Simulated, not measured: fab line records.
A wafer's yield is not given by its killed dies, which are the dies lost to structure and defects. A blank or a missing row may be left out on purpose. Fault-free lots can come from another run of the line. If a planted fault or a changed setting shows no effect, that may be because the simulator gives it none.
fab line records -- flow nand-harc
[record] lots = 6, wafers = 18, last-day = 33
route steps=1302 shown A_M0@1157 A_M1@1169
lots untouched by any fault: they come from a run of this same line in which no faults occurred
start-h: the number of hours between the record's first day and the start of the first shown wafer of the lot -- wait-h: how many hours have passed since the lot's step before this one -- " repeats the value in the row above -- L1.1+2: one row covering several wafers at once -- - no value present, or no start provided -- * or withheld: withheld -- < > ~ a bound
route shown NAME@n: NAME is a module with steps in the file, n the number in the route of the first one -- usual: mean and standard deviation over wafers with no fault -- same: alike in all rows -- chamber/n: place in a boat -- sites: each site's reading -- _std_site: the standard deviation of these -- _edge_site: mean of outer sites minus mean of inner sites -- radius-mm: how far each site lies from the wafer's centre -- mask NAME#n: copy n -- behind: the most recent tool/chamber to have shaped the wafer -- hold: the reason the lot was held/the length of the hold in hours/how it ended -- device: transistor that didn't switch, given as n, p or np -- end of line: the same wafers' tests at the end of the route -- a step without rows: its recipe alone -- killed: not the wafer's yield, but the dies lost to structure and defects at the first sort -- map: dies across one wafer; x = killed, . = not, _ = none there
set.NAME: the run value of the setting; set.NAME@STEP: its run value at that earlier step -- model.NAME: the simulator's own value behind a step, which no gauge read
lots seen at some steps along the route; tables by step, rows by wafer
services: the hour from which a tool's chamber was out of use, counted from the record's first day as start-h (under 0 if before that day), plus the number of hours and why
[[steps]]
[step NHARC_A_M0_PRE_CLEAN_29]
[recipe] time-s = 30, temp-c = 280, gas = H2/He
[usual] heater-power-w = 399/40
lot.wafer,tool,chamber,start-h,wait-h,heater-power-w
L302.2,pvd-sputter-02,-,-,-,406
L302.3,pvd-sputter-02,-,-,-,483
L302.6,pvd-sputter-02,-,-,-,410
L304.4,pvd-sputter-02,-,-,-,356
L304.2,pvd-sputter-02,-,-,-,405
L304.6,pvd-sputter-02,-,-,-,351
L306.3,pvd-sputter-01,-,-,-,388
L306.1,pvd-sputter-01,-,-,-,401
L306.6,pvd-sputter-01,-,-,-,447
L307.4,pvd-sputter-02,-,-,-,355
L307.1,pvd-sputter-02,-,-,-,385
L307.5,pvd-sputter-02,-,-,-,469
L316.3,pvd-sputter-02,-,-,-,478
L316.2,pvd-sputter-02,-,-,-,383
L316.6,pvd-sputter-02,-,-,-,354
L321.3,pvd-sputter-02,-,-,-,480
L321.5,pvd-sputter-02,-,-,-,427
L321.6,pvd-sputter-02,-,-,-,345
[step NHARC_A_M0_PVD_20]
[recipe] target-thk-a = 50, bias-v = 168.6, power-w = 15000, chamber-pressure-pa = 0.12, time-s = 8.06, substrate-temp-c = 50, material = TaN
[usual] throttle-valve-pct = 30.2/0.78
lot.wafer,tool,chamber,start-h,wait-h,throttle-valve-pct
L302.3,pvd-sputter-02,-,-,-,31.0
L302.2,pvd-sputter-02,-,-,-,30.7
L302.6,pvd-sputter-02,-,-,-,30.7
L304.4,pvd-sputter-02,-,-,-,30.7
L304.2,pvd-sputter-02,-,-,-,29.2
L304.6,pvd-sputter-02,-,-,-,30.8
L306.3,pvd-sputter-01,-,-,-,29.3
L306.1,pvd-sputter-01,-,-,-,29.6
L306.6,pvd-sputter-01,-,-,-,29.4
L307.1,pvd-sputter-02,-,-,-,30.7
L307.4,pvd-sputter-02,-,-,-,31.0
L307.5,pvd-sputter-02,-,-,-,30.5
L316.2,pvd-sputter-02,-,-,-,30.3
L316.3,pvd-sputter-02,-,-,-,29.8
L316.6,pvd-sputter-02,-,-,-,29.9
L321.3,pvd-sputter-02,-,-,-,29.9
L321.6,pvd-sputter-02,-,-,-,31.2
L321.5,pvd-sputter-02,-,-,-,30.2
[step NHARC_A_M0_PVD_21]
[recipe] target-thk-a = 300, chamber-pressure-pa = 5, power-w = 5000, substrate-temp-c = 30, time-s = 20.49, material = Cu
[usual] throttle-valve-pct = 30.2/0.8
lot.wafer,tool,chamber,start-h,wait-h,throttle-valve-pct
L302.2,pvd-sputter-02,-,-,-,30.9
L302.3,pvd-sputter-02,-,-,-,31.1
L302.6,pvd-sputter-02,-,-,-,29.0
L304.4,pvd-sputter-02,-,-,-,30.9
L304.2,pvd-sputter-02,-,-,-,29.2
L304.6,pvd-sputter-02,-,-,-,29.1
L306.3,pvd-sputter-01,-,-,-,29.5
L306.1,pvd-sputter-01,-,-,-,29.7
L306.6,pvd-sputter-01,-,-,-,29.3
L307.1,pvd-sputter-02,-,-,-,30.6
L307.4,pvd-sputter-02,-,-,-,31.0
L307.5,pvd-sputter-02,-,-,-,30.7
L316.2,pvd-sputter-02,-,-,-,29.9
L316.3,pvd-sputter-02,-,-,-,29.7
L316.6,pvd-sputter-02,-,-,-,30.9
L321.3,pvd-sputter-02,-,-,-,31.2
L321.5,pvd-sputter-02,-,-,-,29.9
L321.6,pvd-sputter-02,-,-,-,29.5
[step NHARC_A_M0_ECD_22]
[recipe] target-thk-a = 4000, bath-temp-c = 25, material = Cu
[step NHARC_A_M0_ANNEAL_30]
[recipe] temp-c = 225, time-s = 90
[usual] wafer_temp_C_max = 226.2/0.52
lot.wafer,tool,chamber,start-h,wait-h,wafer_temp_C_max
L302.2,rtp-anneal-01,0,543.03,0.4,226.7
L302.3,rtp-anneal-01,0,543.03,0.4,226.4
L302.6,rtp-anneal-01,0,543.03,0.4,226.8
L304.2,rtp-anneal-02,0,555.13,-,226.1
L304.4,rtp-anneal-02,0,555.13,-,225.7
L304.6,rtp-anneal-02,0,555.13,-,226.1
L306.1,rtp-anneal-02,0,578.83,0.3,225.8
L306.3,rtp-anneal-02,0,578.83,0.3,225.9
L306.6,rtp-anneal-02,0,578.83,0.3,225.5
L307.1,rtp-anneal-01,0,593.69,-,226.6
L307.4,rtp-anneal-01,0,593.69,-,226.9
L307.5,rtp-anneal-01,0,593.69,-,226.2
L316.2,rtp-anneal-01,0,680.00,0.4,227.0
L316.3,rtp-anneal-01,0,680.00,0.4,227.1
L316.6,rtp-anneal-01,0,680.00,0.4,227.0
L321.3,rtp-anneal-02,0,735.64,0.3,225.4
L321.5,rtp-anneal-02,0,735.64,0.3,225.7
L321.6,rtp-anneal-02,0,735.64,0.3,225.9
[step NHARC_A_M0_CMP_23]
[recipe] t-overpolish-s = 20, target-thk-nm = 113.75
[usual] motor-current-A = 12.0/1.1, time-to-endpoint-s = 27.9/1.8
lot.wafer,tool,chamber,start-h,wait-h,motor-current-A,time-to-endpoint-s
L302.2,cmp-01,2,543.36,-,11.5,29.9
L302.3,cmp-01,0,543.36,-,12.0,26.6
L302.6,cmp-01,1,543.36,-,12.1,28.0
L304.2,cmp-01,2,555.45,-,11.0,25.3
L304.4,cmp-01,0,555.45,-,11.9,27.3
L304.6,cmp-01,2,555.45,-,10.2,27.8
L306.3,cmp-04,1,579.21,-,10.3,26.8
L306.1,cmp-04,2,579.21,-,12.6,25.5
L306.6,cmp-04,0,579.21,-,10.3,28.0
L307.1,cmp-04,2,594.05,-,13.6,27.9
L307.4,cmp-04,3,594.05,-,11.6,28.4
L307.5,cmp-04,3,594.05,-,12.0,29.3
L316.2,cmp-01,3,680.32,-,11.8,29.7
L316.3,cmp-01,0,680.32,-,11.2,29.8
L316.6,cmp-01,3,680.32,-,11.6,31.3
L321.3,cmp-03,2,735.97,-,12.3,31.6
L321.6,cmp-03,3,735.97,-,13.4,26.7
L321.5,cmp-03,0,735.97,-,11.9,28.6
[step NHARC_A_M0_THK_MEAS_24]
[recipe] thk-meas-gauge = xrf
[usual] thk-nm = 113.6/1.4
lot.wafer,tool,chamber,start-h,wait-h,thk-nm
L302.2,film-metro-01,-,543.65,-,114.5
L302.3,film-metro-01,-,543.65,-,112.2
L302.6,film-metro-01,-,543.65,-,112.2
L304.2,film-metro-02,-,555.74,-,113.6
L304.4,film-metro-02,-,555.74,-,113.4
L304.6,film-metro-02,-,555.74,-,115.0
L306.1,film-metro-02,-,579.50,-,113.6
L306.3,film-metro-02,-,579.50,-,112.6
L306.6,film-metro-02,-,579.50,-,112.8
L307.1,film-metro-01,-,594.36,-,113.0
L307.4,film-metro-01,-,594.36,-,112.6
L307.5,film-metro-01,-,594.36,-,110.3
L316.2,film-metro-01,-,680.60,-,115.4
L316.3,film-metro-01,-,680.60,-,116.9
L316.6,film-metro-01,-,680.60,-,114.8
L321.3,film-metro-02,-,736.20,-,114.1
L321.5,film-metro-02,-,736.20,-,114.6
L321.6,film-metro-02,-,736.20,-,112.9
[step NHARC_A_M0_SRD_25]
[step NHARC_A_M0_INSPECT_27]
[usual] raw-defect-count = 553/140
lot.wafer,tool,chamber,start-h,wait-h,raw-defect-count
L302.2,defect-inspect-02,-,543.80,0.0,686
L302.3,defect-inspect-02,-,543.80,0.0,637
L302.6,defect-inspect-02,-,543.80,0.0,708
L304.2,defect-inspect-02,-,555.89,0.0,800
L304.4,defect-inspect-02,-,555.89,0.0,514
L304.6,defect-inspect-02,-,555.89,0.0,491
L306.1,defect-inspect-02,-,579.65,0.0,468
L306.3,defect-inspect-02,-,579.65,0.0,526
L306.6,defect-inspect-02,-,579.65,0.0,525
L307.1,defect-inspect-02,-,594.52,0.0,520
L307.4,defect-inspect-02,-,594.52,0.0,568
L307.5,defect-inspect-02,-,594.52,0.0,558
L316.2,defect-inspect-02,-,680.76,0.0,1079
L316.3,defect-inspect-02,-,680.76,0.0,1131
L316.6,defect-inspect-02,-,680.76,0.0,717
L321.3,defect-inspect-01,-,736.35,0.0,518
L321.5,defect-inspect-01,-,736.35,0.0,591
L321.6,defect-inspect-01,-,736.35,0.0,378
[step NHARC_A_M0_PRE_CLEAN_31]
[recipe] time-s = 12, temp-c = 370, rf-power-w = 300, gas = NH3
[step NHARC_A_M0_DEP_32]
[recipe] target-thk-a = 300, temp-c = 370, target-thk-nm = 30, pressure-torr = 3, flow-sccm = 200, rf-w = 450, material = SiCN
[step NHARC_A_M1_DEP_00]
[recipe] target-thk-a = 1825, target-thk-nm = 182.5, temp-c = withheld, pressure-torr = 5, flow-sccm = 200, rf-w = 600, material = SiOC
[usual] chamber-pressure-Torr = 4.999/0.011, rf-fwd-power-W = 598.7/1.9
lot.wafer,tool,chamber,start-h,wait-h,chamber-pressure-Torr,rf-fwd-power-W
L302.3,pecvd-02,2,544.41,-,4.999,600.0
L302.2,pecvd-02,0,544.41,-,4.990,596.4
L302.6,pecvd-02,0,544.41,-,4.989,598.2
L304.2,pecvd-04,2,556.50,-,4.995,599.3
L304.6,pecvd-04,1,556.50,-,5.000,598.3
L304.4,pecvd-04,0,556.50,-,4.992,598.3
L306.1,pecvd-04,2,580.22,-,-,-
L306.3,pecvd-04,1,580.22,-,-,-
L306.6,pecvd-04,1,580.22,-,-,-
L307.1,pecvd-04,1,595.10,-,-,-
L307.4,pecvd-04,0,595.10,-,-,-
L307.5,pecvd-04,2,595.10,-,-,-
L316.3,pecvd-03,2,681.33,-,4.997,596.8
L316.2,pecvd-03,1,681.33,-,5.000,597.9
L316.6,pecvd-03,0,681.33,-,4.999,597.3
L321.3,pecvd-02,1,737.25,-,4.999,596.2
L321.6,pecvd-02,2,737.25,-,4.985,599.2
L321.5,pecvd-02,0,737.25,-,4.994,596.4
[step NHARC_A_M1_DEHYDRATE_01]
[recipe] temp-c = 150, time-s = 120
[[services]]
tool,chamber,start-h,hours,kind
cmp-01,-,522.17,1.5,repair
pvd-sputter-01,-,535.53,3.9,repair
pecvd-04,1,546.31,3.5,repair
pecvd-03,-,547.16,13.0,pm
cmp-01,-,561.32,0.4,repair
pvd-sputter-01,-,561.97,14.3,repair
cmp-04,-,572.98,3.3,repair
cmp-01,-,577.50,4.0,pm
pvd-sputter-01,-,582.02,10.0,pm
pecvd-02,-,589.33,13.0,pm
cmp-01,-,594.04,0.6,repair
cmp-04,-,602.20,4.0,pm
cmp-01,-,613.09,3.3,repair
cmp-01,-,624.82,2.5,repair
pecvd-04,-,631.06,13.0,pm
cmp-04,-,633.15,1.5,repair
pvd-sputter-02,-,638.00,10.0,pm
cmp-04,-,656.95,2.4,repair
cmp-01,-,665.34,1.9,repair
pecvd-04,-,674.79,0.3,repair
cmp-01,-,675.50,4.0,pm
cmp-04,-,688.13,1.1,repair
cmp-04,-,700.20,4.0,pm
pvd-sputter-02,-,735.21,0.7,repair
[[key]]
[first-sign] step = NHARC_A_M1_DEP_00, reading = tool-record, direction = missing
effect none on later readings
met-at NHARC_A_M1_DEP_00
struck-wafers L306.1,L306.3,L306.6,L307.1,L307.4,L307.5
later-rows-left-out L306.1,L306.3,L306.6,L307.1,L307.4,L307.5
sort-left-out L306.1,L306.3,L306.6,L307.1,L307.4,L307.5
tester-left-out L307
onset-between 556.50 580.22
[earlier-fault] kind = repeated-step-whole, tool = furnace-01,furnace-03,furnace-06, chamber = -, onset-h = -, steps = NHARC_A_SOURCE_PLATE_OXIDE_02, times = 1, scope = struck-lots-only
[fault] kind = skipped-step-whole, tool = pecvd-04, chamber = -, onset-h = 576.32, steps = NHARC_A_M1_DEP_00, scope = struck-lots-only
// tester-left-out: of these lots the tester's yield and bins aren't shown, on N5 and GAA mostly nor the transistor test; their killed dies are dies lost to structure and defects alone, not to doping, threshold or leakage, so they don't give the yield
// sort-left-out: the simulated sort isn't trusted on such a fault, so these wafers' sort isn't shown, and their yield isn't known
// later-rows-left-out: the simulator's readings of these wafers behind a module that went badly wrong aren't trusted and aren't shown, but for the sort
